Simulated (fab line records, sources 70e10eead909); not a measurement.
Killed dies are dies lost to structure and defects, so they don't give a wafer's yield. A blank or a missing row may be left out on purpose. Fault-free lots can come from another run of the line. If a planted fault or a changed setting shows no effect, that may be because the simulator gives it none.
Comparing a struck lot with a sound one	flow nand harc	15 out of 1159 route steps
Sound: wafers L460.2, L460.3, L460.5. The struck wafers were L458.1, L458.2, L458.3. The cause is given at the end.
For every step that has rows: the tool of each side, followed by ch and its chambers, followed by its first start. Under that, the readings that differ: sound wafers	struck wafers	difference of the means	sigmas: that difference in standard deviations of wafers without a fault.
alike: words and numbers the same on both sides, and readings whose means are apart by under 2 such deviations; not compared: readings that were withheld, readings missing a value for some wafer, numbers with overlapping values and no deviation given by the record, and bounds like >300 which may hide the same value.
The two part at a step that has a row with sigmas, a row that says differs or no value, or rows on one side only. Numbers that have no deviation but don't overlap get no sigmas and don't part them. A reading that every wafer of one side lacks parts them only if that side has two wafers or more.

NHARC_A_CONTACT_ETCH_119: etches the open film in C4F8/O2/Ar, time 94 s, target depth 922 nm.
  sound on har cap etch-01 ch 0, day 20 07:20; struck on har cap etch-03 ch 0,1, day 19 19:05
  alike: chamber pressure mTorr, oes air line au
  not compared: rf hours counter h
NHARC_A_CONTACT_ETCH_120: etches the open film in C4F8/O2/Ar, time 94 s, target depth 922 nm.
  sound on har cap etch-01 ch 0, day 20 07:26; struck on har cap etch-03 ch 0,1, day 19 19:13
  alike: chamber pressure mTorr, oes air line au
  not compared: rf hours counter h
NHARC_A_CONTACT_ETCH_121: etches the open film in C4F8/O2/Ar, time 94 s, target depth 922 nm.
  sound on har cap etch-01 ch 0, day 20 07:31; struck on har cap etch-03 ch 0,1, day 19 19:19
  alike: chamber pressure mTorr, oes air line au
  not compared: rf hours counter h
then, 1 step without rows for these wafers: NHARC_A_CONTACT_ETCH_122 (etches the open film in C4F8/O2/Ar, time 95 s, target depth 930 nm).
NHARC_A_CONTACT_ETCH_123: etches the open film in C4F8/O2/Ar, time 253 s, target depth 1090 nm.
  sound on har cap etch-01 ch 0, day 20 07:44; struck on har cap etch-03 ch 0,1, day 19 19:34
  alike: chamber pressure mTorr, oes air line au
  not compared: rf hours counter h
then, 1 step without rows for these wafers: NHARC_A_CONTACT_ETCH_90 (etches the open film in CH3F/O2, target depth 40 nm, time 85.7 s).
NHARC_A_CONTACT_ETCH_96: etches the open film in C4F6/O2, target depth 20 nm, time 10 s.
  sound on rie diel-13 ch 2,3, day 20 08:28; struck on rie diel-13 ch 1,2,3
  alike: chamber pressure mTorr, drypump motor current A, o2 flow sccm, oes product au, rf vpp V, showerhead plenum p Torr, throttle valve pct
  not compared: rf hours counter h
NHARC_A_CONTACT_CD_MEAS_53:
  sound: cd sem-03 at day 20 08:33; struck: cd sem-03 at day 19 20:29
  alike: cd nm
then, 4 steps without rows for these wafers: NHARC_A_CONTACT_STRIP_99 (strips in N2/H2); NHARC_A_CONTACT_STRIP_100 (strips in CF4/CHF3); NHARC_A_CONTACT_STRIP_101 (strips in O2/COS); NHARC_A_CONTACT_ETCH_102 (etches the open film in CF4/O2, target depth 70 nm, overetch 7 nm, time 38.5 s).
NHARC_A_CONTACT_STRIP_55: strips in O2.
  sound on rie diel-07 ch 1,2, day 20 08:56; struck on rie diel-13 ch 0,1,3, day 19 20:59
  no value came back on the struck wafers for any of 8 readings (bias w (W), chamber pressure mTorr (mTorr) and others); on the sound wafers bias w (W) reads 0 0 0
  not compared: rf hours counter h
then, 1 step without rows for these wafers: NHARC_A_CONTACT_STRIP_56 (strips in post etch residue remover, time 600 s).
-- break in the record here, with 3 days between the starts of the struck wafers on either side (left off in module A_CONTACT, picked up again in module END, where the first step shown is number 1159 on the route) --
NHARC_END_SORT_01:
  the record has rows for the struck wafers here (prober-02 ch 0, day 22 15:52) and none for the sound ones

== WHERE THEY PART ==
Earliest at NHARC_A_CONTACT_STRIP_55; latest, in this record, at NHARC_END_SORT_01.

WHY: the cause the simulator had injected
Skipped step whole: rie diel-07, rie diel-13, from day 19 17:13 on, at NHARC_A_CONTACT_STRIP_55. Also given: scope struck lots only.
